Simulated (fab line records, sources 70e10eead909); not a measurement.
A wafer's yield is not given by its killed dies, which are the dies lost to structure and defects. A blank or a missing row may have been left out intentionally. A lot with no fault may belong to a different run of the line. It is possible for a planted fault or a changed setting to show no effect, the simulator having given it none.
Comparing a struck lot with a sound one ; flow nand_harc ; 14 out of 1302 route steps
Sound: wafers L496.1, L496.2, L496.6. Struck: wafers L507.1, L507.2, L507.4. The cause comes at the end.
For every step that has rows: the tool of each side, followed by ch and its chambers, followed by its first start. Under that, the readings that differ: sound wafers ; struck wafers ; difference of the means ; sigmas: that difference in standard deviations of wafers without a fault.
alike: readings whose means differ by less than 2 such deviations, and words and numbers that are the same on both sides. not compared: withheld readings, readings that some wafer has no value for, bounds like >300 that may hide the same value, and numbers for which the record gives no deviation and whose values overlap.
A row with sigmas, a row that says differs or no value, or rows on one side alone: a step with any of these is where the two part. Non-overlapping numbers with no deviation appear without sigmas and do not part them. Lack of a reading on every wafer of one side parts them only where that side has two or more wafers.

NHARC_P_M2_INSPECT_27:
  struck on defect_inspect-02, day 14 16:39; sound on defect_inspect-02, day 9 19:11
  alike: raw_defect_count
NHARC_P_M2_PRE_CLEAN_32: time 12 s.
  sound on pecvd-01 ch 0,1,2, day 9 19:16; struck on pecvd-01 ch 0,1,2, day 14 16:43
  alike: heater_power_w
NHARC_P_M2_DEP_33: deposits SiCN, target thk 30 nm.
  sound on pecvd-01 ch 0,1,2, day 9 19:20; struck on pecvd-01 ch 0,1,2, day 14 16:48
  alike: heater_power_w
NHARC_P_BONDPAD_DEP_00: deposits SiCN, target thk 250 nm.
  sound on pecvd-03 ch 0,1,2, day 9 19:46; struck on pecvd-03 ch 1,2, day 14 17:13
  alike: heater_power_w
NHARC_P_BONDPAD_CMP_32: polishes SiCN, target thk 200 nm.
  sound on cmp-03 ch 0,1, day 9 20:11; struck on cmp-01 ch 1,2,3, day 14 17:37
  alike: motor_current_A
NHARC_P_BONDPAD_THK_MEAS_33: measures by ellipsometry.
  struck on film_metro-02, day 14 17:52; sound on film_metro-02, day 9 20:25
  alike: thk_nm
then, 5 steps without rows for these wafers: NHARC_P_BONDPAD_SRD_34; NHARC_P_BONDPAD_DEHYDRATE_01 (time 120 s); NHARC_P_BONDPAD_HMDS_02 (time 30 s); NHARC_P_BONDPAD_COAT_36 (time 65 s); NHARC_P_BONDPAD_COAT_03 (resist thk 600 nm).
NHARC_P_BONDPAD_SOFTBAKE_04: time 70 s.
  sound on litho_track-02 ch 0, day 9 20:00; struck on litho_track-03 ch 0, day 14 17:00
reading;sound;struck;difference;sigmas
heater_power_total_W (W);201.4 202.7 199.8;190.3 189.7 190.4;-11.2;-9
then, 1 step without rows for these wafers: NHARC_P_BONDPAD_EBR_05.
-- jump in the record: it breaks off in module P_BONDPAD and resumes in module END (first step shown: number 1302 of the route), and 19 days separate the struck wafers' starts before and after --
NHARC_END_SORT_01:
  only the struck wafers appear in the record here, on prober-02 ch 0 at day 33 07:08; the sound ones have no rows

== WHERE THEY PART ==
First at NHARC_P_BONDPAD_SOFTBAKE_04; last, within this record, at NHARC_END_SORT_01.

WHY: what the simulator had put in
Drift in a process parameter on litho_track-03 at NHARC_P_BONDPAD_SOFTBAKE_04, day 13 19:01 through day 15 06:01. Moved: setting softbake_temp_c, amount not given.
